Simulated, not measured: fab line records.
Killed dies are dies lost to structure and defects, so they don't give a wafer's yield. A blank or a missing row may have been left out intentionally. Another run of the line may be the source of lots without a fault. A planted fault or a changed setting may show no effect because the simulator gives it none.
2 desks looking at one fault :: flow n5-finfet :: every desk sees just its own numbers, and what lay behind them comes last

## METROLOGY DESK
Lot by lot, what the gauges showed, no matter which tool ran the lot: averages of those sampled wafers that carry a number. The brackets show how far a lot's mean lies from the usual mean; more than 4 standard deviations puts the lot out of limits, marked OUT. It has 31 readings; the 7 that lie furthest out on some lot are the ones shown.
Columns: A = trench-depth-nm at N5_BEOL_M9_OCD_MEAS_38, usual 149.9 nm; B = M9_THK at N5_BEOL_M9_THK_MEAS_53, usual 137.4 nm; C = M9_RS at N5_BEOL_M9_RS_MEAS_57, usual 0.153 ohm/sq; D = COMB_M10 at N5_BEOL_M15_RC_MEAS_101, usual 1.5e-11 S/m; E = COMB_M10_max_site at N5_BEOL_M15_RC_MEAS_101, usual 2.2e-11 S/m; F = SERP_M9 at N5_BEOL_M15_RC_MEAS_101, usual 3.11 ohm/um; G = SERP_M9_max_site at N5_BEOL_M15_RC_MEAS_101, usual 3.22 ohm/um
lot: L995
first seen here: day 10 11:05
A: 150.0
B: 137.7
C: 0.153
D: 1.7e-11
E: 2.0e-11
F: 3.14
G: 3.27

lot: L994
first seen here: day 10 11:57
A: 149.6
B: 139.5
C: 0.153
D: 1.7e-11
E: 2.4e-11
F: 3.08
G: 3.22

lot: L996
first seen here: day 11 01:01
A: 144.4
B: 130.6
C: 0.162
D: 1.4e-11
E: 2.1e-11
F: 3.29
G: 3.43

lot: L998
first seen here: day 11 08:44
A: 144.2
B: 130.1
C: 0.164
D: 1.6e-11
E: 2.1e-11
F: 3.31
G: 3.50

lot: L100
first seen here: day 11 22:25
A: 149.3
B: 136.2
C: 0.154
D: 2.3e-11
E: 3.2e-11
F: 3.13
G: 3.18

lot: L112
first seen here: day 14 19:47
A: 147.2
B: 136.1
C: 0.155
D: 1.6e-11
E: 2.1e-11
F: 3.12
G: 3.16

lot: L110
first seen here: day 15 00:53
A: 148.8
B: 135.4
C: 0.155
D: 1.6e-11
E: 2.0e-11
F: 3.18
G: 3.31
Finding of this desk: none of the 7 lots has anything out of limits.

## DESK OF THE TOOL OWNER: rie-diel-02
The tool's own readings at N5_BEOL_M9_TRENCH_ETCH_37 (etches SiCOH lowk in C4F6/O2, target depth 151.43 nm, time 49 s): means of the sampled wafers that have a number, for each lot that ran on this tool. The brackets show how far a lot's mean lies from the usual mean; more than 4 standard deviations puts the lot out of limits, marked OUT.
Columns: A = drypump-motor-current-A at N5_BEOL_M9_TRENCH_ETCH_37, usual 5.7 A; B = oes-product-au at N5_BEOL_M9_TRENCH_ETCH_37, usual 0.73 a.u.; C = rf-fwd-power-W at N5_BEOL_M9_TRENCH_ETCH_37, usual 341.4 W; D = rf-vpp-V at N5_BEOL_M9_TRENCH_ETCH_37, usual 669 V; E = run-length-s at N5_BEOL_M9_TRENCH_ETCH_37, usual 72.3 s; F = showerhead-plenum-p-Torr at N5_BEOL_M9_TRENCH_ETCH_37, usual 2.84 Torr; G = throttle-valve-pct at N5_BEOL_M9_TRENCH_ETCH_37, usual 21.02 %
lot: L995
first seen here: day 10 14:17
A: 5.9
B: 0.70
C: 341.7
D: 663
E: 72.6
F: 2.82
G: 20.93

lot: L994
first seen here: day 10 15:32
A: 5.7
B: 0.71
C: 341.9
D: 666
E: 72.4
F: 2.82
G: 20.91

lot: L996
first seen here: day 11 11:20
A: 5.8
B: 0.71
C: 341.6
D: 661
E: 70.7
F: 2.79
G: 20.87

lot: L998
first seen here: day 11 15:49
A: 5.6
B: 0.71
C: 341.6
D: 664
E: 70.2 (-5.2) OUT
F: 2.78
G: 20.86

lot: L112
first seen here: day 14 23:13
A: 5.6
B: 0.68
C: 340.5
D: 665
E: 72.2
F: 2.73
G: 20.95
Finding of this desk: L998 out of limits; the first was L998 at day 11 15:49, on run-length-s at N5_BEOL_M9_TRENCH_ETCH_37. In limits: L995, L994, L996, L112.

## ALL TOGETHER
The tool owner's desk could have raised an alarm at day 11 15:49, on L998.
Nothing out of limits was seen by the metrology desk.
The metrology desk holds a record of L998, inside its limits.
Every lot named ran N5_BEOL_M9_TRENCH_ETCH_37 on rie-diel-02.

## WHAT THE SIMULATOR PUT IN
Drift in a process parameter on rie-diel-02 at N5_BEOL_M9_TRENCH_ETCH_37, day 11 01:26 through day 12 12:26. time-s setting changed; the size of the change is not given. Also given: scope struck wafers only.
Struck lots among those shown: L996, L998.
Time in hours from fault onset to the first out-of-limits reading at each desk: the tool owner's desk, 14.
